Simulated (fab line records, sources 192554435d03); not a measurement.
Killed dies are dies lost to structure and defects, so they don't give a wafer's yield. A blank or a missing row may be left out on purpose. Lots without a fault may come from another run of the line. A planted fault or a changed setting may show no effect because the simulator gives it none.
Chamber matching | flow n5_finfet | N5_FIN_SAQP_PECVD_48 on pecvd-02: 3 sister chambers
The step deposits SiNx from SiH4/NH3/N2, target thk 25 nm, time 22.1 s. 3 wafers are shown with their chamber, then 10 later ones without.

WAFERS WITH THEIR CHAMBER
wafer  | chamber | showerhead_plenum_p_Torr (Torr)
L088.5 | 1       | 5.07
L089.1 | 0       | 5.19
L089.2 | 2       | 5.08

WAFERS WITHOUT THEIR CHAMBER
wafer  | showerhead_plenum_p_Torr (Torr)
L089.3 | 5.06
L092.1 | 5.08
L092.2 | 5.08
L092.4 | 5.20
L095.2 | 5.18
L095.5 | 5.19
L095.6 | 5.08
L096.4 | 5.07
L096.5 | 5.19
L096.6 | 5.08

WHICH CHAMBER EACH WENT THROUGH
wafer  | from the rows above     | in truth
L089.3 | can't be placed: 1 or 2 | 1
L092.1 | can't be placed: 2 or 1 | 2
L092.2 | can't be placed: 2 or 1 | 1
L092.4 | 0                       | 0
L095.2 | 0                       | 0
L095.5 | 0                       | 0
L095.6 | can't be placed: 2 or 1 | 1
L096.4 | can't be placed: 1 or 2 | 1
L096.5 | 0                       | 0
L096.6 | can't be placed: 2 or 1 | 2
Placed correctly: 4 of 10. Can't be placed from these rows: 6 (the true chamber is among the candidates in 6). Placed wrongly: 0.
How it was worked out, from the rows above alone: a wafer's distance from a chamber is the root of the sum, over the readings, of the square of ((its reading less the chamber's mean) divided by the reading's scatter). The wafer belongs to the nearest chamber; if the next one is less than 2 further off, it can't be placed. A chamber's mean is the mean of its shown wafers. The scatter: with one shown wafer a chamber, the root of the mean of the squares of how far each hidden wafer lies from its nearest shown one.
